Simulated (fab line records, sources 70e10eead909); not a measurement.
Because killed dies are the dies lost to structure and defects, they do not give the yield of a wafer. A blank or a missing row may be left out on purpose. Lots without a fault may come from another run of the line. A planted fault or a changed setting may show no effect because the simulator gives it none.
Chamber matching / flow nand_harc / 4 sister chambers for NHARC_A_WL_FILL_ALD_19 on ald_metal-03
The step deposits TiN, target thk 2 nm, pulse time 3 s, ald cycles 100. 8 wafers are shown with their chamber, then 7 later ones without.

== WAFERS PAIRED WITH THEIR CHAMBERS ==
wafer=L257.1; chamber=2; heater_power_w (W)=1037; precursor_pulse_height_rel=0.994
wafer=L257.5; chamber=0; heater_power_w (W)=1206; precursor_pulse_height_rel=1.013
wafer=L256.2; chamber=0; heater_power_w (W)=1223; precursor_pulse_height_rel=0.965
wafer=L263.2; chamber=2; heater_power_w (W)=1039; precursor_pulse_height_rel=0.990
wafer=L263.3; chamber=1; heater_power_w (W)=976; precursor_pulse_height_rel=1.004
wafer=L263.5; chamber=3; heater_power_w (W)=822; precursor_pulse_height_rel=0.994
wafer=L264.2; chamber=1; heater_power_w (W)=948; precursor_pulse_height_rel=0.974
wafer=L264.3; chamber=3; heater_power_w (W)=831; precursor_pulse_height_rel=0.994

== WAFERS WITH NO CHAMBER GIVEN ==
wafer=L264.5; heater_power_w (W)=1035; precursor_pulse_height_rel=0.972
wafer=L267.2; heater_power_w (W)=1017; precursor_pulse_height_rel=0.937
wafer=L267.3; heater_power_w (W)=815; precursor_pulse_height_rel=0.995
wafer=L267.6; heater_power_w (W)=852; precursor_pulse_height_rel=0.977
wafer=L274.2; heater_power_w (W)=1040; precursor_pulse_height_rel=1.000
wafer=L274.3; heater_power_w (W)=979; precursor_pulse_height_rel=1.015
wafer=L274.4; heater_power_w (W)=813; precursor_pulse_height_rel=0.990

== THE CHAMBER EACH PASSED THROUGH ==
wafer=L264.5; from the rows above=2; in truth=2
wafer=L267.2; from the rows above=2; in truth=2
wafer=L267.3; from the rows above=3; in truth=3
wafer=L267.6; from the rows above=3; in truth=3
wafer=L274.2; from the rows above=2; in truth=2
wafer=L274.3; from the rows above=1; in truth=1
wafer=L274.4; from the rows above=3; in truth=3
Correct placement for 7 of the 7. Can't be placed from these rows: 0. Placed wrongly: 0.
How it was worked out, from the rows above alone: a wafer's distance from a chamber is the root of the sum, over the readings, of the square of ((its reading less the chamber's mean) divided by the reading's scatter). The wafer belongs to the nearest chamber; if the next one is less than 2 further off, it can't be placed. A chamber's mean is the mean of its shown wafers. The scatter: take each reading less its chamber's mean, square it, sum over the shown wafers, divide by the number of wafers less the number of chambers, and take the root.
